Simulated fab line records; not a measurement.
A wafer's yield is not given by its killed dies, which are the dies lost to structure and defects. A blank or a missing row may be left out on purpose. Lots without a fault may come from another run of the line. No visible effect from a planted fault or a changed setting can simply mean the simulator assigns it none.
fab line records	flow n5-finfet
[record] lots = 8	wafers = 24	last-day = 16
route steps=1938 shown WELL_APT@46 PMOS_HMC_CHANNEL_EPI@89 FIN_SAQP@100 BEOL_M4@1111
lots untouched by any fault: they come from a run of this same line in which no faults occurred
start-h: start of the lot's first displayed wafer, in hours after the record's first day	wait-h: hours from the lot's prior step to this one	" as in the row above	L1.1+2: several wafers, shown together as one row	- value missing, or start not given	* or withheld: withheld	< > ~ a bound
route shown NAME@n: NAME is a module with steps in the file, n the number in the route of the first one	usual: mean and standard deviation over wafers with no fault	same: alike in all rows	chamber/n: place in a boat	sites: each site's reading	_std_site: standard deviation across them	_edge_site: outer sites' mean less inner sites'	radius-mm: for every site, how far away it sits from the centre of the wafer	mask NAME#n: copy n	behind: the tool/chamber that last shaped the wafer	hold: why the lot went on hold/how many hours it stayed there/how the hold came to an end	device: names the non-switching transistor (n, p or np)	end of line: the tests these same wafers got at the end of their route	a step without rows: its recipe alone	killed: at the first sort, the dies lost to defects and structure; wafer yield is something else	map: the dies of a wafer, with x for killed, . for not killed, _ for no die there
set.NAME: setting as actually run; set.NAME@STEP: the setting as run at that earlier step	model.NAME: the simulator's own value behind a step, which no gauge read
one table for each step of the route and one row for each wafer, over a sample of lots
services: when a tool's chamber went out of use (start-h, in hours from the record's first day, below 0 if earlier), for how many hours, and the reason
[[steps]]
[step N5_WELL_APT_DESCUM_30]
[recipe] chemistry = O2	time-s = 7.9	source-power-w = 50	bias-power-w = 20	pressure-mtorr = 20	rf-frequency-hz = 2.712e+07	temp-c = 40	o2-flow-sccm = 225
[usual] drypump-motor-current-A = 5.8/0.39	oes-product-au = 0.80/0.097	rf-vpp-V = 243.4/1.5	showerhead-plenum-p-Torr = 2.11/0.075	throttle-valve-pct = 20.29/0.24
lot.wafer	tool	chamber	start-h	wait-h	drypump-motor-current-A	oes-product-au	rf-hours-counter-h	rf-vpp-V	showerhead-plenum-p-Torr	throttle-valve-pct
L606.2	rie-diel-04	0	15.33	0.1	5.4	0.71	246	245.0	2.15	20.63
L606.3	"	2	"	"	5.9	0.90	33	244.5	2.14	20.54
L606.4	"	1	"	"	6.0	0.99	1	244.6	2.14	19.89
L609.2	rie-diel-04	1	33.28	0.0	6.0	0.95	10	244.4	2.14	19.89
L609.3	"	2	"	"	5.9	0.88	39	245.3	2.13	20.51
L609.4	"	3	"	"	5.6	0.72	-	242.5	2.16	20.35
L613.3	rie-diel-05	2	57.21	0.0	5.8	0.71	233	244.2	2.15	20.15
L613.5	"	1	"	"	5.7	0.79	-	244.1	2.20	20.11
L613.6	"	0	"	"	5.1	0.70	-	241.4	1.98	20.72
L615.1	rie-diel-06	3	69.62	0.0	6.6	0.72	189	240.9	1.99	20.04
L615.4	"	2	"	"	5.7	0.81	-	241.9	2.02	20.38
L615.5	"	1	"	"	6.4	0.92	-	244.6	2.23	20.28
L618.1	rie-diel-04	2	87.28	0.1	5.9	0.85	57	243.2	2.13	20.57
L618.5	"	2	"	"	5.9	0.87	-	244.7	2.13	20.56
L618.6	"	1	"	"	6.0	0.90	-	244.0	2.13	19.93
L620.2	rie-diel-05	2	98.97	0.0	5.8	0.70	249	244.0	2.15	20.15
L620.5	"	3	"	"	5.9	0.68	-	242.2	2.07	20.51
L620.6	"	0	"	"	5.1	0.70	-	241.0	1.97	20.75
L623.1	rie-diel-04	1	117.84	0.0	6.0	0.89	34	242.6	2.13	19.91
L623.2	"	2	"	"	5.9	0.83	69	244.8	2.12	20.56
L623.3	"	3	"	"	5.6	0.69	242	245.7	2.15	20.40
L624.2	rie-diel-05	2	123.77	0.6	5.8	0.97	3	242.7	2.14	19.79
L624.4	"	1	"	"	5.7	0.77	-	244.0	2.19	20.15
L624.5	"	3	"	"	5.9	0.68	-	242.9	2.07	20.55
[step N5_PMOS_HMC_CHANNEL_EPI_INSPECT_30]
[recipe] inspect-instrument = darkfield	mode = post-epi
[usual] raw-defect-count = 20/6.2
lot.wafer	tool	chamber	start-h	wait-h	raw-defect-count
L606.2	defect-inspect-01	-	20.51	0.0	27
L606.3	"	-	"	"	22
L606.4	"	-	"	"	22
L609.2	defect-inspect-02	-	38.30	0.0	19
L609.3	"	-	"	"	12
L609.4	"	-	"	"	10
L613.3	defect-inspect-01	-	63.04	0.0	20
L613.5	"	-	"	"	13
L613.6	"	-	"	"	16
L615.1	defect-inspect-02	-	74.73	0.0	15
L615.4	"	-	"	"	15
L615.5	"	-	"	"	15
L618.1	defect-inspect-02	-	92.92	0.0	21
L618.5	"	-	"	"	31
L618.6	"	-	"	"	15
L620.2	defect-inspect-02	-	103.89	0.0	10
L620.5	"	-	"	"	10
L620.6	"	-	"	"	14
L623.1	defect-inspect-02	-	122.97	0.0	21
L623.2	"	-	"	"	29
L623.3	"	-	"	"	25
L624.2	defect-inspect-02	-	129.28	0.0	21
L624.4	"	-	"	"	15
L624.5	"	-	"	"	19
[step N5_FIN_SAQP_PECVD_06]
[recipe] material = a-Si	target-thk-a = 600	temp-c = 400	precursor = SiH4/He	pressure-torr = 3	rf-w = 100	time-s = 48.1
[usual] heater-power-w = 844/76	showerhead-plenum-p-Torr = 5.703/0.026	susceptor-temp-C = 399.99/0.21	throttle-valve-pct = 17.7/0.86
lot.wafer	tool	chamber	start-h	wait-h	heater-power-w	showerhead-plenum-p-Torr	susceptor-temp-C	throttle-valve-pct
L606.2	pecvd-03	0	21.96	0.0	876	5.734	400.15	17.3
L606.3	"	1	"	"	917	5.734	400.01	17.6
L606.4	"	2	"	"	971	5.712	400.44	17.1
L609.2	pecvd-04	2	40.22	0.0	715	5.690	399.94	18.9
L609.3	"	0	"	"	823	5.739	399.91	17.5
L609.4	"	2	"	"	695	5.683	399.93	18.7
L613.3	pecvd-03	0	64.15	0.0	883	5.736	399.75	17.4
L613.5	"	0	"	"	888	5.743	399.95	17.0
L613.6	"	1	"	"	835	5.711	399.80	18.0
L615.1	pecvd-04	0	76.19	0.0	946	5.741	399.90	17.7
L615.4	"	1	"	"	921	5.675	400.11	16.3
L615.5	"	1	"	"	933	5.683	400.42	16.3
L618.1	pecvd-04	2	93.99	0.0	820	5.693	399.93	18.4
L618.5	"	0	"	"	931	5.732	399.84	17.9
L618.6	"	1	"	"	924	5.675	399.69	16.3
L620.2	pecvd-01	2	104.81	0.0	835	5.660	400.22	17.4
L620.5	"	0	"	"	869	5.700	399.99	19.2
L620.6	"	1	"	"	823	5.693	400.02	17.8
L623.1	pecvd-04	0	124.06	0.0	898	5.729	399.66	17.7
L623.2	"	2	"	"	721	5.697	399.93	18.8
L623.3	"	1	"	"	855	5.676	400.19	16.5
L624.2	pecvd-01	0	131.35	0.0	844	5.706	399.90	19.5
L624.4	"	0	"	"	871	5.720	400.36	19.7
L624.5	"	2	"	"	861	5.677	399.72	17.5
[step N5_FIN_SAQP_THK_MEAS_07]
[usual] thk-nm = 60.2/0.81
lot.wafer	tool	chamber	start-h	wait-h	thk-nm
L606.2	film-metro-01	-	22.07	0.1	59.9
L606.3	"	-	"	"	59.5
L606.4	"	-	"	"	61.1
L609.2	film-metro-01	-	40.31	0.1	59.7
L609.3	"	-	"	"	59.4
L609.4	"	-	"	"	60.4
L613.3	film-metro-02	-	64.24	0.1	59.2
L613.5	"	-	"	"	60.5
L613.6	"	-	"	"	60.7
L615.1	film-metro-02	-	76.31	0.1	59.3
L615.4	"	-	"	"	59.8
L615.5	"	-	"	"	60.5
L618.1	film-metro-01	-	94.07	0.1	79.1
L618.5	"	-	"	"	60.1
L618.6	"	-	"	"	60.4
L620.2	film-metro-02	-	104.90	0.1	59.8
L620.5	"	-	"	"	60.8
L620.6	"	-	"	"	60.9
L623.1	film-metro-01	-	124.15	0.1	79.9
L623.2	"	-	"	"	59.8
L623.3	"	-	"	"	59.6
L624.2	film-metro-01	-	131.44	0.1	59.6
L624.4	"	-	"	"	60.9
L624.5	"	-	"	"	61.1
[step N5_FIN_SAQP_HM_DEP_72]
[recipe] material = SiO2	target-thk-a = 120	temp-c = 400	precursor = SiH4/N2O	pressure-torr = 0.75	rf-w = 275	time-s = 7.2
[usual] heater-power-w = 790/74	showerhead-plenum-p-Torr = 8.26/0.071	susceptor-temp-C = 399.97/0.24
lot.wafer	tool	chamber	start-h	wait-h	heater-power-w	showerhead-plenum-p-Torr	susceptor-temp-C
L606.2	pecvd-04	0	22.10	0.0	862	8.37	400.28
L606.3	"	1	"	"	761	8.17	399.60
L606.4	"	2	"	"	667	8.21	399.81
L609.2	pecvd-01	0	40.35	0.0	753	8.26	399.76
L609.3	"	2	"	"	818	8.12	400.16
L609.4	"	0	"	"	758	8.25	399.87
L613.3	pecvd-01	1	64.28	0.0	719	8.18	400.35
L613.5	"	0	"	"	707	8.25	400.13
L613.6	"	2	"	"	785	8.14	400.12
L615.1	pecvd-03	1	76.34	0.0	796	8.29	400.10
L615.4	"	2	"	"	950	8.24	400.09
L615.5	"	0	"	"	788	8.36	400.18
L618.1	pecvd-04	0	94.11	0.0	848	8.35	399.73
L618.5	"	2	"	"	719	8.22	400.10
L618.6	"	1	"	"	896	8.17	400.34
L620.2	pecvd-03	0	104.94	0.0	764	8.36	399.75
L620.5	"	0	"	"	754	8.36	399.34
L620.6	"	1	"	"	735	8.33	399.97
L623.1	pecvd-03	2	124.19	0.0	847	8.27	400.11
L623.2	"	0	"	"	695	8.36	399.50
L623.3	"	1	"	"	694	8.30	399.58
L624.2	pecvd-03	1	131.47	0.0	707	8.30	399.98
L624.4	"	0	"	"	819	8.35	399.99
L624.5	"	1	"	"	707	8.28	400.15
[step N5_FIN_SAQP_MANDREL_ETCH_22]
[recipe] target-depth-a = 600	chemistry = HBr/Cl2	target = a-Si	stop-on = SiNx	bt-time-s = 10	over-etch-frac = 0.5	time-s = 30	pressure-mtorr = 10	icp-w = 800	bias-w = 75	HBr_flow_sccm = 150	Cl2_flow_sccm = 80	ends = end-point
[usual] HBr_flow_sccm = 150.0/0.48	drypump-motor-current-A = 5.8/0.52	oes-product-au = 0.768/0.015	throttle-valve-pct = 35.26/0.18
[same] bt-time-s = 10
lot.wafer	tool	chamber	start-h	wait-h	HBr_flow_sccm	drypump-motor-current-A	oes-product-au	rf-hours-counter-h	throttle-valve-pct
L606.2	rie-si-05	3	24.12	0.0	150.7	6.4	0.770	106	35.18
L606.3	"	1	"	"	149.9	6.1	0.759	112	35.49
L606.4	"	0	"	"	149.8	5.0	0.793	-	35.32
L609.2	rie-si-03	1	41.18	0.0	148.7	5.6	0.766	147	35.24
L609.3	"	0	"	"	149.7	6.3	0.758	157	34.91
L609.4	"	3	"	"	150.2	5.7	0.794	130	35.22
L613.3	rie-si-03	2	65.34	0.0	150.4	5.5	0.731	52	35.19
L613.5	"	3	"	"	150.2	5.7	0.789	-	35.21
L613.6	"	0	"	"	150.1	6.3	0.777	-	34.88
L615.1	rie-si-05	1	77.19	0.0	150.1	6.1	0.758	113	35.49
L615.4	"	2	"	"	149.2	5.7	0.752	1	35.35
L615.5	"	2	"	"	150.0	5.7	0.763	-	35.34
L618.1	rie-si-05	1	94.94	0.0	150.7	6.1	0.897	113	35.16
L618.5	"	1	"	"	149.8	6.1	0.764	-	35.46
L618.6	"	2	"	"	149.5	5.7	0.758	-	35.33
L620.2	rie-si-05	0	106.23	0.0	150.6	5.0	0.780	116	35.34
L620.5	"	2	"	"	150.7	5.7	0.758	-	35.35
L620.6	"	3	"	"	150.2	6.4	0.787	-	35.16
L623.1	rie-si-06	1	125.09	0.0	150.2	6.7	0.905	23	34.70
L623.2	"	2	"	"	150.4	4.6	0.765	164	35.28
L623.3	"	3	"	"	149.8	5.9	0.761	152	35.25
L624.2	rie-si-03	2	132.27	0.0	149.8	5.5	0.742	53	35.20
L624.4	"	0	"	"	149.7	6.3	0.775	158	34.87
L624.5	"	2	"	"	150.1	5.5	0.761	-	35.18
[step N5_BEOL_M4_RC_MEAS_101]
[usual] DIBL_N = 36.3/1.4	DIBL_P = 36.2/1.5	IOFF_N = 0.160/0.021	IOFF_P = 0.211/0.027	ION_N = 676/7.7	ION_P = 463/5.5	SS_N = 71.4/0.57	SS_P = 73.3/0.58	VT_N = 249.3/2.5	VT_P = -250.1/2.6
lot.wafer	tool	chamber	start-h	wait-h	DIBL_N[mV/V]	DIBL_P[mV/V]	IOFF_N[nA/um]	IOFF_P[nA/um]	ION_N[uA/um]	ION_P[uA/um]	SS_N[mV/dec]	SS_P[mV/dec]	VT_N[mV]	VT_P[mV]
L606.2	prober-01	0	163.00	0.2	34.3	34.3	0.147	0.183	673	460	71.0	73.4	249.2	-253.5
L606.3	"	0	"	"	35.3	34.4	0.144	0.182	667	455	71.3	73.5	251.0	-253.1
L606.4	"	0	"	"	36.3	35.6	0.168	0.192	679	460	72.2	73.1	247.8	-251.2
L609.2	prober-02	0	183.71	0.2	37.4	37.7	0.176	0.234	681	472	71.2	74.2	245.6	-246.2
L609.3	"	0	"	"	37.2	36.4	0.156	0.216	669	460	71.7	74.4	251.1	-246.7
L609.4	"	0	"	"	37.6	37.6	0.172	0.230	673	465	71.4	73.6	246.3	-246.6
L613.3	prober-01	0	214.55	0.3	37.1	35.6	0.154	0.203	673	460	71.1	73.5	250.1	-250.2
L613.5	"	0	"	"	35.9	34.0	0.139	0.198	677	469	70.9	72.5	249.1	-248.9
L613.6	"	0	"	"	36.6	34.4	0.144	0.193	665	468	70.8	72.9	248.3	-249.8
L615.1	prober-02	0	222.49	0.0	34.5	35.8	0.155	0.194	687	471	71.6	72.5	249.1	-251.3
L615.4	"	0	"	"	34.5	35.7	0.148	0.189	685	462	71.3	72.8	249.6	-249.6
L615.5	"	0	"	"	34.8	36.1	0.159	0.199	690	467	71.2	73.2	249.1	-253.2
L618.1	prober-02	0	246.32	0.0	36.0	36.1	0.147	0.180	659	455	72.1	73.0	251.5	-253.5
L618.5	"	0	"	"	37.8	38.2	0.174	0.200	682	460	71.9	74.3	248.3	-251.7
L618.6	"	0	"	"	36.2	35.8	0.149	0.172	663	446	71.4	72.8	252.0	-255.1
L620.2	prober-01	0	249.96	0.2	36.1	35.9	0.178	0.230	679	475	72.0	74.0	245.3	-247.7
L620.5	"	0	"	"	36.5	35.2	0.171	0.226	679	467	71.3	73.6	245.6	-244.8
L620.6	"	0	"	"	36.4	35.9	0.180	0.238	681	464	71.5	73.9	246.9	-247.4
L623.1	prober-02	0	265.66	0.0	36.1	35.1	0.162	0.204	672	465	71.2	72.9	248.7	-249.9
L623.2	"	0	"	"	36.1	34.6	0.162	0.194	681	463	71.5	73.4	248.9	-252.3
L623.3	"	0	"	"	35.0	33.8	0.150	0.184	680	463	70.9	72.8	250.5	-251.6
L624.2	prober-02	0	283.61	0.2	35.0	34.3	0.146	0.194	679	467	70.6	72.6	249.2	-249.9
L624.4	"	0	"	"	35.2	34.6	0.144	0.202	667	462	70.2	72.6	249.8	-249.2
L624.5	"	0	"	"	38.0	37.7	0.191	0.251	679	467	70.8	73.4	243.9	-248.9
[[services]]
tool	chamber	start-h	hours	kind
pecvd-04	1	-7.70	5.5	scheduled-down
pecvd-01	-	-7.56	6.0	pm
rie-diel-04	1	-6.75	-	clean
rie-diel-04	1	-6.75	-	consumable-replace:focus-ring
rie-diel-04	1	-6.75	19.5	scheduled-down
rie-diel-04	1	-6.75	19.5	vent-cycle
rie-diel-05	3	-6.55	11.7	repair
rie-diel-06	0	-6.18	132.0	repair
rie-si-05	2	9.65	-	clean
rie-si-05	2	9.65	-	consumable-replace:focus-ring
rie-si-05	2	9.65	18.0	scheduled-down
pecvd-04	0	12.56	5.5	scheduled-down
rie-diel-06	1	14.17	6.7	repair
rie-diel-05	-	19.63	2.8	pm
rie-diel-04	2	19.79	4.9	repair
rie-diel-04	1	26.85	1.2	repair
pecvd-04	2	28.07	5.5	scheduled-down
rie-si-03	-	44.28	0.1	repair
pecvd-04	1	70.90	2.1	scheduled-down
pecvd-04	2	74.98	3.1	repair
rie-diel-04	1	104.02	9.3	repair
rie-si-03	1	105.05	1.8	repair
pecvd-03	1	113.58	5.5	scheduled-down
pecvd-04	-	121.24	0.4	repair
[[key]]
[first-sign] step = N5_FIN_SAQP_THK_MEAS_07	reading = thk-nm	direction = up	sigmas = 24	usual = *	struck = *
[effect] step = N5_FIN_SAQP_MANDREL_ETCH_22	reading = oes-product-au	direction = up	sigmas = 8.8	usual = 0.768	struck = 0.901
met-at N5_FIN_SAQP_PECVD_06
struck-lots L618,L623
struck-wafers L618.1,L623.1
not-acting-at N5_WELL_APT_DESCUM_30,N5_PMOS_HMC_CHANNEL_EPI_INSPECT_30,N5_FIN_SAQP_HM_DEP_72
onset-between 76.19 93.99
[fault] kind = process-parameter-drift	tool = pecvd-04	chamber = -	onset-h = 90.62	steps = N5_FIN_SAQP_PECVD_06	channel = time-s	offset = *	shape = step	end-h = 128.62	scope = struck-wafers-only	acts-in = *	stated = *
